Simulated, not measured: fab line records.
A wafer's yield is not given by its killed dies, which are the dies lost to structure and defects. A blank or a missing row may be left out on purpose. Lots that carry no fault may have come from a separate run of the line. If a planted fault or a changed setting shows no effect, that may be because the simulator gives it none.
fab line records	flow n5_finfet
record: lots: 6	wafers: 18	last_day: 19
route steps=1938 shown HKMG_FIN@410 PASSIVATION@1936
lots untouched by any fault: they come from a run of this same line in which no faults occurred
start_h: hours from the record's opening day to when the first of the lot's shown wafers began	wait_h: hours from the lot's prior step to this one	" unchanged from the row above	L1.1+2: several wafers, shown together as one row	- no value, or no start given	* or withheld: withheld	< > ~ a bound
route shown NAME@n: a module of which the file shows steps, and the number in the route of the first	usual: mean and standard deviation over wafers with no fault	same: alike in all rows	chamber/n: place in a boat	sites: per-site readings	_std_site: their standard deviation	_edge_site: inner sites' mean taken away from outer sites' mean	radius_mm: for every site, how far away it sits from the centre of the wafer	mask NAME#n: copy n	behind: the tool/chamber that last shaped the wafer	hold: why the lot went on hold/how many hours it stayed there/how the hold came to an end	device: transistor that didn't switch, given as n, p or np	end of line: the same wafers' tests at the end of the route	step lacking rows: just its recipe	killed: count of dies lost to structure and defects at first sort (not the wafer's yield)	map: the dies of a wafer, with x for killed, . for not killed, _ for no die there
set.NAME: the setting as run; set.NAME@STEP: as run at that earlier step	model.NAME: the simulator's own value behind a step, which no gauge read
certain route steps with their lots: each step a table, each wafer a row
services: from which hour (start_h, from the record's first day; less than 0 if before it) a tool's chamber was out of use, for how many hours, and why
== steps ==
step: N5_HKMG_FIN_WET_ETCH_77
recipe: chemistry: dHCl	mix: 1:10000	temp_c: 25	target: La2O3	stop_on: HfO2	target_depth_nm: 2
step: N5_HKMG_FIN_WET_ETCH_78
recipe: chemistry: dNH4OH	mix: 1:50	temp_c: 25	target: Al2O3	stop_on: La2O3	target_depth_nm: 4.5	dry: ipa_marangoni	rinse_time_s: 30	rinse_temp_c: 23
step: N5_HKMG_FIN_ALD_79
recipe: material: TiN	target_thk_a: 15	temp_c: 400	ald_precursor_family: TiCl4	ald_co_reactant: NH3	pulse_time_s: 1	purge_time_s: 3	co_reactant_purge_time_s: 2	co_reactant_pulse_time_s: 2	ald_cycles: 68	pressure_torr: 3
step: N5_HKMG_FIN_CVD_62
recipe: material: a-Si	target_thk_a: 30	temp_c: 500	precursor: Si2H6	pressure_torr: 1	time_s: 20.8
usual: chamber_pressure_Torr: 1.0000/0.0023	heater_power_w: 1370/79
lot.wafer	tool	chamber	start_h	wait_h	chamber_pressure_Torr	heater_power_w	since_wet_clean_h
L123.1	thermal_cvd_si-01	1	118.59	0.2	0.9968	1225	173
L123.3	"	2	"	"	1.0036	1332	173
L123.4	"	0	"	"	1.0038	1394	-
L125.1	thermal_cvd_si-01	0	129.77	0.2	0.9959	1422	184
L125.3	"	2	"	"	1.0014	1314	184
L125.4	"	0	"	"	1.0024	1341	-
L129.1	thermal_cvd_si-01	2	154.14	0.2	0.9962	1343	209
L129.3	"	0	"	"	1.0017	1408	209
L129.4	"	1	"	"	1.0037	1251	-
L132.1	thermal_cvd_si-02	1	173.17	0.2	0.9978	1477	957
L132.3	"	0	"	"	1.0032	1364	957
L132.5	"	1	"	"	1.0004	1470	-
L134.1	thermal_cvd_si-02	2	181.38	0.2	1.0013	1442	965
L134.2	"	0	"	"	0.9987	1368	965
L134.6	"	0	"	"	1.0014	1383	-
L139.2	thermal_cvd_si-01	0	215.61	0.2	0.9971	1393	270
L139.3	"	2	"	"	0.9976	1321	270
L139.5	"	1	"	"	0.9975	1262	-
step: N5_HKMG_FIN_RTA_80
recipe: temp_c: withheld	time_s: 2	ambient: N2	idle_temp_c: 600	ramp_up_c_per_s: 150	ramp_down_c_per_s: 60	cool_to_c: 600
step: N5_HKMG_FIN_PRECLEAN_64
recipe: chemistry: dHF	time_s: 30	temp_c: 25	dilution: withheld
step: N5_HKMG_FIN_WET_ETCH_65
recipe: chemistry: TMAH	temp_c: 70	conc_wt_pct: 5	target: a-Si	stop_on: TiN	time_s: 49	target_depth_nm: 3
step: N5_HKMG_FIN_WET_ETCH_81
recipe: chemistry: SC1	target: TiN	stop_on: HfO2	mix: 1:1:5	temp_c: 60	time_s: 57	target_depth_nm: 6
step: N5_HKMG_FIN_WET_ETCH_82
recipe: chemistry: dHCl	mix: 1:10000	temp_c: 25	target: La2O3	stop_on: HfO2	target_depth_nm: 2	dry: ipa_marangoni	rinse_time_s: 30	rinse_temp_c: 23
step: N5_HKMG_FIN_ALD_36
recipe: material: TiN	target_thk_a: 10	temp_c: 400	ald_precursor_family: TiCl4	ald_co_reactant: NH3	pulse_time_s: 1	purge_time_s: 3	co_reactant_purge_time_s: 2	co_reactant_pulse_time_s: 2	ald_cycles: 47	pressure_torr: 3
usual: chamber_pressure_Torr: 3.001/0.0067	heater_power_w: 920/61	precursor_pulse_height_rel: 1.001/0.018
same: pulse_time_s: 1
lot.wafer	tool	chamber	start_h	wait_h	chamber_pressure_Torr	heater_power_w	precursor_pulse_height_rel	since_wet_clean_h
L123.1	ald_metal-03	1	118.99	0.0	2.994	930	1.025	5936
L123.3	"	2	"	"	3.003	928	0.998	5936
L123.4	"	3	"	"	3.002	939	0.998	-
L125.1	ald_metal-04	1	130.31	0.0	2.998	1040	1.008	1332
L125.3	"	3	"	"	2.994	801	0.999	1332
L125.4	"	2	"	"	3.002	894	1.020	1332
L129.1	ald_metal-02	2	154.55	0.0	2.997	961	1.024	2894
L129.3	"	1	"	"	3.012	924	0.995	2894
L129.4	"	0	"	"	3.001	825	0.998	2894
L132.1	ald_metal-02	2	173.66	0.0	3.009	967	0.989	2913
L132.3	"	3	"	"	3.002	901	0.976	2913
L132.5	"	2	"	"	2.996	992	1.031	-
L134.1	ald_metal-03	2	181.96	0.0	3.012	958	1.006	5999
L134.2	"	3	"	"	3.001	933	1.004	5999
L134.6	"	3	"	"	2.995	936	0.991	-
L139.2	ald_metal-04	2	216.01	0.0	2.987	877	0.970	1417
L139.3	"	1	"	"	3.009	1038	0.997	1417
L139.5	"	3	"	"	3.006	799	1.000	-
step: N5_HKMG_FIN_THK_MEAS_70
recipe: thk_meas_gauge: xrf	reads: HfO2_of_HKMG_FIN_HK_ALD_01
usual: HK_THK: 1.626/0.021
lot.wafer	tool	chamber	start_h	wait_h	HK_THK[nm]
L123.1	film_metro-01	-	119.27	0.2	1.593
L123.3	"	-	"	"	1.606
L123.4	"	-	"	"	1.586
L125.1	film_metro-01	-	130.59	0.2	1.630
L125.3	"	-	"	"	1.628
L125.4	"	-	"	"	1.635
L129.1	film_metro-02	-	154.83	0.2	1.615
L129.3	"	-	"	"	1.651
L129.4	"	-	"	"	1.623
L132.1	film_metro-01	-	173.94	0.2	1.617
L132.3	"	-	"	"	1.609
L132.5	"	-	"	"	1.625
L134.1	film_metro-02	-	182.24	0.2	1.623
L134.2	"	-	"	"	1.600
L134.6	"	-	"	"	1.624
L139.2	film_metro-01	-	216.29	0.2	1.627
L139.3	"	-	"	"	1.620
L139.5	"	-	"	"	1.624
step: N5_HKMG_FIN_PWFM_ALD_03
recipe: material: TiN	target_thk_a: 20	temp_c: 400	ald_precursor_family: TiCl4	ald_co_reactant: NH3	pulse_time_s: 1	purge_time_s: 3	co_reactant_purge_time_s: 2	co_reactant_pulse_time_s: 2	ald_cycles: 91	pressure_torr: 3
step: N5_HKMG_FIN_COAT_29
recipe: resist: SOC	temp_c: 250	time_s: 60	spin_rpm: 1500	resist_thk_nm: 300
usual: spin_speed_rpm: 1500.4/1.1
lot.wafer	tool	chamber	start_h	wait_h	spin_speed_rpm	model.SOC_of_HKMG_FIN_COAT_29.thk_nm
L123.1	litho_track-04	0	119.79	0.3	1500.1	300.4
L123.3	"	0	"	"	1499.9	299.6
L123.4	"	0	"	"	1500.2	299.6
L125.1	litho_track-04	0	131.09	0.2	1595.3	291.2
L125.3	"	0	"	"	1595.8	290.8
L125.4	"	0	"	"	1596.5	291
L129.1	litho_track-04	0	155.35	0.3	1597.3	290.2
L129.3	"	0	"	"	1597.4	289.8
L129.4	"	0	"	"	1596.0	289.6
L132.1	litho_track-01	0	174.45	0.2	1500.1	300.8
L132.3	"	0	"	"	1500.2	302
L132.5	"	0	"	"	1501.6	301.2
L134.1	litho_track-02	0	182.75	0.2	1498.5	301.8
L134.2	"	0	"	"	1500.5	301.2
L134.6	"	0	"	"	1499.2	301.4
L139.2	litho_track-02	0	216.80	0.2	1499.4	301.6
L139.3	"	0	"	"	1499.5	300.6
L139.5	"	0	"	"	1499.7	301
step: N5_HKMG_FIN_COAT_30
recipe: resist: SiARC	temp_c: 220	time_s: 60	spin_rpm: 1500	resist_thk_nm: 35
step: N5_HKMG_FIN_COAT_06
recipe: resist: CAR-ArF	spin_rpm: 1500	resist_thk_nm: 90
step: N5_HKMG_FIN_EBR_08
recipe: solvent: PGMEA	ebr_width_mm: 1.5
step: N5_HKMG_FIN_SOFTBAKE_07
recipe: temp_c: 110	time_s: 60	resist: CAR-ArF
step: N5_HKMG_FIN_EXPOSE_09
recipe: mask_id: NWFM	na: 1.35	source_shape: conventional	sigma_outer: 0.8	polarization: unpolarized	dose_mj: 39.25
step: N5_HKMG_FIN_PEB_10
recipe: peb_temp_c: withheld	peb_time_s: 60	resist: CAR-ArF
step: N5_HKMG_FIN_DEVELOP_11
recipe: develop_time_s: 30	developer: TMAH	resist: CAR-ArF	dev_temp_c: 23	rinse_liquid: diw	dry: air_spin
step: N5_HKMG_FIN_CD_MEAS_12
recipe: target_cd_nm: 92.8	landing_energy_ev: 500	detector: se_inlens
usual: cd_nm: 92.6/0.56
lot.wafer	tool	chamber	start_h	wait_h	cd_nm
L123.1	cd_sem-03	0	120.03	-	91.9
L123.3	"	0	"	"	92.6
L123.4	"	0	"	"	92.3
L125.1	cd_sem-02	0	131.46	-	92.4
L125.3	"	0	"	"	92.7
L125.4	"	0	"	"	93.1
L129.1	cd_sem-02	0	155.71	-	92.2
L129.3	"	0	"	"	93.1
L129.4	"	0	"	"	91.7
L132.1	cd_sem-03	0	174.81	-	92.7
L132.3	"	0	"	"	92.6
L132.5	"	0	"	"	91.8
L134.1	cd_sem-02	0	182.99	-	92.8
L134.2	"	0	"	"	92.8
L134.6	"	0	"	"	93.3
L139.2	cd_sem-01	0	217.17	-	93.1
L139.3	"	0	"	"	93.0
L139.5	"	0	"	"	93.3
step: N5_HKMG_FIN_OVL_MEAS_13
recipe: points_per_wafer: 44
usual: NWFM_OVL: 0.3/0.64
lot.wafer	tool	chamber	start_h	wait_h	NWFM_OVL[nm]
L123.1	overlay-02	0	120.06	0.0	0.2
L123.3	"	0	"	"	0.7
L123.4	"	0	"	"	0.0
L125.1	overlay-02	0	131.49	0.0	0.9
L125.3	"	0	"	"	0.1
L125.4	"	0	"	"	-0.3
L129.1	overlay-02	0	155.74	0.0	-0.3
L129.3	"	0	"	"	-0.2
L129.4	"	0	"	"	0.3
L132.1	overlay-02	0	174.84	0.0	0.7
L132.3	"	0	"	"	1.4
L132.5	"	0	"	"	0.8
L134.1	overlay-02	0	183.02	0.0	1.8
L134.2	"	0	"	"	1.7
L134.6	"	0	"	"	0.9
L139.2	overlay-01	0	217.20	0.0	0.3
L139.3	"	0	"	"	0.5
L139.5	"	0	"	"	-0.1
step: N5_HKMG_FIN_INSPECT_14
recipe: mode: adi	inspect_instrument: macro
usual: raw_defect_count: 2.0/1.4
lot.wafer	tool	chamber	start_h	wait_h	raw_defect_count
L123.1	defect_inspect-01	-	120.09	0.0	2
L123.3	"	-	"	"	4
L123.4	"	-	"	"	2
L125.1	defect_inspect-02	-	131.51	0.0	3
L125.3	"	-	"	"	2
L125.4	"	-	"	"	0
L129.1	defect_inspect-01	-	155.77	0.0	2
L129.3	"	-	"	"	1
L129.4	"	-	"	"	5
L132.1	defect_inspect-01	-	174.87	0.0	1
L132.3	"	-	"	"	0
L132.5	"	-	"	"	3
L134.1	defect_inspect-01	-	183.05	0.0	2
L134.2	"	-	"	"	5
L134.6	"	-	"	"	4
L139.2	defect_inspect-01	-	217.22	0.0	2
L139.3	"	-	"	"	1
L139.5	"	-	"	"	1
step: N5_HKMG_FIN_DESCUM_17
recipe: chemistry: O2	time_s: 7.9	source_power_w: 50	bias_power_w: 20	pressure_mtorr: 20	rf_frequency_hz: 2.712e+07	temp_c: 40	resist: CAR-ArF	o2_flow_sccm: 225
usual: drypump_motor_current_A: 5.49/0.23	oes_product_au: 0.80/0.078	rf_fwd_power_W: 49.43/0.21	rf_vpp_V: 243.2/1.3	showerhead_plenum_p_Torr: 2.10/0.063	throttle_valve_pct: 20.38/0.26
lot.wafer	tool	chamber	start_h	wait_h	drypump_motor_current_A	oes_product_au	rf_fwd_power_W	rf_hours_counter_h	rf_vpp_V	showerhead_plenum_p_Torr	throttle_valve_pct
L123.1	rie_diel-06	3	120.12	0.0	5.31	0.83	49.37	106	243.6	2.12	20.53
L123.3	"	0	"	"	5.56	0.77	49.09	160	243.8	2.00	20.60
L123.4	"	2	"	"	5.28	0.74	49.56	170	244.2	2.09	20.16
L125.1	rie_diel-05	1	131.62	0.1	5.55	0.69	49.55	238	244.9	2.15	20.69
L125.3	"	0	"	"	5.14	0.76	49.38	149	245.0	2.18	20.73
L125.4	"	2	"	"	5.89	0.74	49.44	180	243.3	2.08	20.27
L129.1	rie_diel-03	2	155.80	0.0	5.59	0.76	49.19	137	240.3	1.92	20.37
L129.3	"	0	"	"	5.45	0.73	49.61	157	244.7	2.10	20.39
L129.4	"	3	"	"	5.29	0.87	49.29	40	243.9	2.13	20.67
L132.1	rie_diel-05	3	174.90	0.0	5.59	0.91	49.75	30	243.5	2.14	20.30
L132.3	"	2	"	"	5.91	0.72	49.86	197	242.5	2.08	20.28
L132.5	"	2	"	"	5.89	0.72	49.71	-	242.5	2.08	20.30
L134.1	rie_diel-03	1	183.08	0.0	5.43	0.88	49.23	42	241.5	2.12	19.99
L134.2	"	2	"	"	5.59	0.74	49.28	147	239.3	1.91	20.38
L134.6	"	0	"	"	5.44	0.72	49.40	-	243.4	2.09	20.44
L139.2	rie_diel-05	1	217.26	0.0	5.55	0.94	49.62	12	244.6	2.15	20.41
L139.3	"	0	"	"	5.12	0.74	49.55	181	244.0	2.17	20.79
L139.5	"	3	"	"	5.60	0.88	49.66	-	243.9	2.13	20.33
step: N5_HKMG_FIN_ETCH_31
recipe: chemistry: CF4	target: SiARC	target_depth_a: 455	mask_material: CAR-ArF	time_s: 75.8	ion_energy_ev: 80	pressure_mtorr: 40	source_w: 545	bias_w: 36	Ar_flow_sccm: 100	cf4_flow_sccm: 100	ends: cleared
step: N5_HKMG_FIN_ETCH_32
recipe: chemistry: N2/H2	target: SOC	target_depth_a: 2400	temp_c: 40	time_s: 300	ion_energy_ev: 200	mask_material: SiARC	pressure_mtorr: 30	source_w: 840	bias_w: 150	n2_flow_sccm: 200	h2_flow_sccm: 200
usual: drypump_motor_current_A: 5.50/0.23	oes_product_au: 0.80/0.077	rf_fwd_power_W: 838.1/2.5	rf_vpp_V: 523.9/2.3	showerhead_plenum_p_Torr: 2.54/0.075	throttle_valve_pct: 17.78/0.21
lot.wafer	tool	chamber	start_h	wait_h	drypump_motor_current_A	oes_product_au	rf_fwd_power_W	rf_hours_counter_h	rf_vpp_V	showerhead_plenum_p_Torr	throttle_valve_pct
L123.1	rie_diel-06	3	120.21	0.0	5.30	0.81	839.8	106	524.5	2.57	17.97
L123.3	"	0	"	"	5.54	0.75	834.3	160	521.5	2.42	17.94
L123.4	"	2	"	"	5.28	0.75	833.5	170	523.5	2.53	17.61
L125.1	rie_diel-05	1	131.71	0.0	5.55	0.69	841.3	238	525.8	2.61	18.16
L125.3	"	0	"	"	5.12	0.75	836.6	149	527.6	2.65	18.08
L125.4	"	2	"	"	5.91	0.73	836.2	180	523.8	2.53	17.63
L129.1	rie_diel-03	2	155.89	0.0	5.62	0.75	836.9	137	517.8	2.34	17.82
L129.3	"	0	"	"	5.46	0.73	843.4	157	522.7	2.55	17.75
L129.4	"	3	"	"	5.29	0.87	839.2	40	525.7	2.58	17.97
L132.1	rie_diel-05	3	174.99	0.0	5.60	0.90	843.9	30	524.0	2.59	17.64
L132.3	"	2	"	"	5.94	0.71	837.3	197	523.8	2.52	17.64
L132.5	"	2	"	"	5.91	0.71	840.0	-	523.3	2.52	17.65
L134.1	rie_diel-03	1	183.17	0.0	5.43	0.88	840.4	42	525.5	2.58	17.46
L134.2	"	2	"	"	5.62	0.75	837.9	147	518.2	2.34	17.84
L134.6	"	0	"	"	5.47	0.73	843.6	-	524.2	2.54	17.77
L139.2	rie_diel-05	1	217.35	0.0	5.56	0.92	837.7	12	524.9	2.60	17.80
L139.3	"	0	"	"	5.13	0.72	837.4	182	527.4	2.63	18.14
L139.5	"	3	"	"	5.60	0.88	834.0	-	525.0	2.59	17.66
step: N5_HKMG_FIN_STRIP_33
recipe: chemistry: N2/H2	temp_c: 40	n2_flow_sccm: 200	h2_flow_sccm: 200	rf_frequency_hz: 6e+07
step: N5_HKMG_FIN_STRIP_34
recipe: chemistry: CF4	resist: SiARC	power_w: 300	bias_power_w: 75	pressure_mtorr: 50	cf4_flow_sccm: 150	rf_frequency_hz: 6e+07
step: N5_HKMG_FIN_ETCH_35
recipe: chemistry: N2/H2	target: SOC	target_depth_a: 2158	ion_energy_ev: 65	bias_w: 5	source_w: 3000	time_s: 243.4	pressure_mtorr: 30	n2_flow_sccm: 200	h2_flow_sccm: 200
usual: drypump_motor_current_A: 5.50/0.24	oes_product_au: 0.80/0.077	rf_fwd_power_W: 2993/8.6	rf_vpp_V: 141.7/1	showerhead_plenum_p_Torr: 2.54/0.075	throttle_valve_pct: 17.79/0.21
lot.wafer	tool	chamber	start_h	wait_h	drypump_motor_current_A	oes_product_au	rf_fwd_power_W	rf_hours_counter_h	rf_vpp_V	showerhead_plenum_p_Torr	throttle_valve_pct
L123.1	rie_diel-06	3	120.42	0.0	5.33	0.81	2998	106	141.7	2.57	17.97
L123.3	"	0	"	"	5.52	0.75	2990	160	140.2	2.42	17.95
L123.4	"	2	"	"	5.29	0.75	2990	171	142.0	2.53	17.61
L125.1	rie_diel-05	1	131.92	0.0	5.54	0.69	2990	238	141.0	2.61	18.17
L125.3	"	0	"	"	5.12	0.76	2991	149	142.7	2.65	18.08
L125.4	"	2	"	"	5.91	0.73	3000	180	141.3	2.53	17.63
L129.1	rie_diel-03	2	156.10	0.0	5.61	0.76	2997	137	139.5	2.34	17.82
L129.3	"	0	"	"	5.45	0.74	2983	157	141.4	2.55	17.77
L129.4	"	3	"	"	5.25	0.87	3007	40	141.2	2.58	17.98
L132.1	rie_diel-05	3	175.20	0.0	5.59	0.91	3006	31	142.4	2.59	17.66
L132.3	"	2	"	"	5.91	0.71	2988	197	142.5	2.52	17.68
L132.5	"	2	"	"	5.91	0.72	3003	-	141.9	2.52	17.66
L134.1	rie_diel-03	1	183.38	0.0	5.44	0.89	2987	43	142.4	2.58	17.46
L134.2	"	2	"	"	5.61	0.74	2998	147	139.2	2.34	17.84
L134.6	"	0	"	"	5.44	0.73	3013	-	140.6	2.54	17.79
L139.2	rie_diel-05	1	217.56	0.0	5.56	0.94	3004	12	143.3	2.60	17.81
L139.3	"	0	"	"	5.12	0.73	2982	182	140.7	2.63	18.15
L139.5	"	3	"	"	5.62	0.88	2973	-	141.9	2.59	17.68
step: N5_HKMG_FIN_STRIP_92
recipe: chemistry: N2/H2	material: SOC	time_s: 20	power_w: 500	temp_c: 40	pressure_mtorr: 50	rf_frequency_hz: 6e+07	bias_power_w: 8	h2_frac: 0.5	n2_flow_sccm: 300	h2_flow_sccm: 300
usual: drypump_motor_current_A: 5.51/0.23	oes_product_au: 0.79/0.077	rf_fwd_power_W: 496.5/1.8	rf_vpp_V: 54.1/0.93	showerhead_plenum_p_Torr: 3.36/0.096	throttle_valve_pct: 18.97/0.25
lot.wafer	tool	chamber	start_h	wait_h	drypump_motor_current_A	oes_product_au	rf_fwd_power_W	rf_hours_counter_h	rf_vpp_V	showerhead_plenum_p_Torr	throttle_valve_pct	model.SOC_of_HKMG_FIN_COAT_29.thk_nm
L123.1	rie_diel-06	3	120.57	0.1	5.30	0.81	494.8	106	53.5	3.39	19.31	73.6
L123.3	"	0	"	"	5.53	0.75	493.7	160	52.4	3.21	19.09	76.4
L123.4	"	2	"	"	5.25	0.74	495.7	171	54.1	3.35	18.78	71.4
L125.1	rie_diel-05	1	132.07	0.1	5.53	0.69	497.1	239	55.8	3.45	19.55	69
L125.3	"	0	"	"	5.13	0.76	497.9	149	52.8	3.49	19.18	67
L125.4	"	2	"	"	5.92	0.72	495.3	180	53.8	3.34	18.58	71.6
L129.1	rie_diel-03	2	156.25	0.1	5.62	0.77	497.1	137	54.6	3.10	18.86	62.6
L129.3	"	0	"	"	5.47	0.74	495.8	158	53.7	3.36	18.72	63.6
L129.4	"	3	"	"	5.25	0.87	496.2	40	53.6	3.41	19.08	62.4
L132.1	rie_diel-05	3	175.35	0.1	5.63	0.90	496.8	31	56.0	3.42	18.79	74.2
L132.3	"	2	"	"	5.92	0.71	496.9	197	52.4	3.33	18.60	84
L132.5	"	2	"	"	5.93	0.71	497.9	-	53.2	3.33	18.60	82
L134.1	rie_diel-03	1	183.53	0.1	5.46	0.89	496.4	43	55.3	3.40	18.78	75.2
L134.2	"	2	"	"	5.61	0.75	495.6	148	55.3	3.10	18.87	76.6
L134.6	"	0	"	"	5.45	0.73	496.9	-	54.2	3.36	18.73	78.8
L139.2	rie_diel-05	1	217.71	0.1	5.59	0.94	497.1	12	54.6	3.44	19.20	70.6
L139.3	"	0	"	"	5.14	0.73	496.9	182	54.7	3.47	19.21	76.8
L139.5	"	3	"	"	5.63	0.88	497.8	-	55.4	3.41	18.82	75.6
step: N5_HKMG_FIN_WET_ETCH_18
recipe: chemistry: SC1	target: TiN	mix: 1:1:5	temp_c: *	time_s: 55	target_depth_nm: 5.2	dry: ipa_marangoni	rinse_time_s: 30	rinse_temp_c: 23
step: N5_PASSIVATION_PROBE_49
usual: killed_at_M0_to_M3: 36/11	killed_at_M4_up: 13/5.1	killed_at_contacts: 14/4.9	killed_at_front_end: 41/10	killed_at_other: 3.4/2.6	killed_dies: 107/16	killed_open: 70/11	killed_short: 36/7.8
same: gross_dies: 1180	killed_at_back_side: 0
lot.wafer	tool	chamber	start_h	wait_h	killed_at_M0_to_M3	killed_at_M4_up	killed_at_contacts	killed_at_front_end	killed_at_other	killed_dies	killed_open	killed_short
L129.1	prober-01	-	395.90	0.0	38	15	20	36	3	112	69	41
L132.1	prober-01	-	451.16	0.0	25	21	9	47	6	108	71	36
L132.3	prober-01	-	451.26	0.1	15	16	8	50	10	99	69	30
L132.5	prober-01	-	451.36	0.2	22	7	18	47	1	95	64	29
killed by level:class
L129.1 MOL_CONTACT_COAG:geometric_particle:open=17 BEOL_M0_SAQP:geometric_particle:short=13 BEOL_M0_SAQP:geometric_particle:open=8 FIN_SAQP:geometric_particle:open=7 FIN_SAQP:geometric_particle:short=6 BEOL_M3:geometric_particle:open=5 STI_FIN_REVEAL:geometric_particle:open=4 BEOL_M2:geometric_particle:open=4
L132.1 BEOL_M4:geometric_particle:open=13 FIN_SAQP:geometric_particle:open=10 STI_FIN_REVEAL:geometric_particle:open=7 MOL_CONTACT_COAG:geometric_particle:open=7 BEOL_M0_SAQP:geometric_particle:open=7 BEOL_M0_SAQP:geometric_particle:short=6 FIN_SAQP:geometric_particle:short=5 BEOL_M1:geometric_particle:open=4
L132.3 FIN_SAQP:geometric_particle:open=19 STI_FIN_REVEAL:geometric_particle:open=10 BEOL_M4:geometric_particle:open=10 FIN_SAQP:geometric_particle:short=8 MOL_CONTACT_COAG:geometric_particle:open=6 BEOL_M0_SAQP:geometric_particle:open=5 PAD_METAL:geometric_particle:short=4 ILD0:geometric_particle:short=3
L132.5 MOL_CONTACT_COAG:geometric_particle:open=13 FIN_SAQP:geometric_particle:open=11 STI_FIN_REVEAL:geometric_particle:open=7 BEOL_M2:geometric_particle:open=6 FIN_SAQP:geometric_particle:short=5 MOL_CONTACT_COAG:geometric_particle:short=5 BEOL_M0_SAQP:geometric_particle:short=5 DUMMY_GATE:geometric_particle:open=4
== services ==
tool	chamber	start_h	hours	kind
rie_diel-06	1	110.57	8.0	repair
ald_metal-03	0	116.01	7.5	repair
ald_metal-03	-	125.78	14.6	pm
thermal_cvd_si-01	0	150.24	2.3	repair
ald_metal-04	1	151.72	-	calibration
thermal_cvd_si-02	-	157.27	1.7	repair
rie_diel-05	1	166.89	-	clean
rie_diel-05	1	166.89	-	consumable_replace:focus_ring
litho_track-02	-	185.61	-	consumable_replace:filter
rie_diel-05	2	191.71	1.3	repair
ald_metal-02	2	197.82	5.7	repair
ald_metal-03	3	197.98	31.3	repair
ald_metal-03	2	214.74	-	calibration
== key ==
first_sign: step: N5_HKMG_FIN_COAT_29	reading: spin_speed_rpm	direction: up	sigmas: 91	usual: *	struck: *
effect none on later readings
model_effect: step: N5_HKMG_FIN_COAT_29	value: SOC_of_HKMG_FIN_COAT_29.thk_nm	without: 299.6	struck: 290.4
model_effect: step: N5_HKMG_FIN_STRIP_92	value: SOC_of_HKMG_FIN_COAT_29.thk_nm	without: 75.27	struck: 66.03
met_at N5_HKMG_FIN_COAT_29
struck_wafers L125.1,L125.3,L125.4,L129.1,L129.3,L129.4
tester_left_out L125,L129
onset_between 119.79 131.09
fault: kind: process_parameter_drift	tool: litho_track-04	chamber: -	onset_h: 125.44	steps: N5_HKMG_FIN_COAT_29	channel: spin_rpm	offset: *	shape: step	end_h: 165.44	acts_in: *	stated: *
tester_left_out: of these lots the tester's yield and bins aren't shown, on N5 and GAA mostly nor the transistor test; their killed dies are dies lost to structure and defects alone, not to doping, threshold or leakage, so they don't give the yield
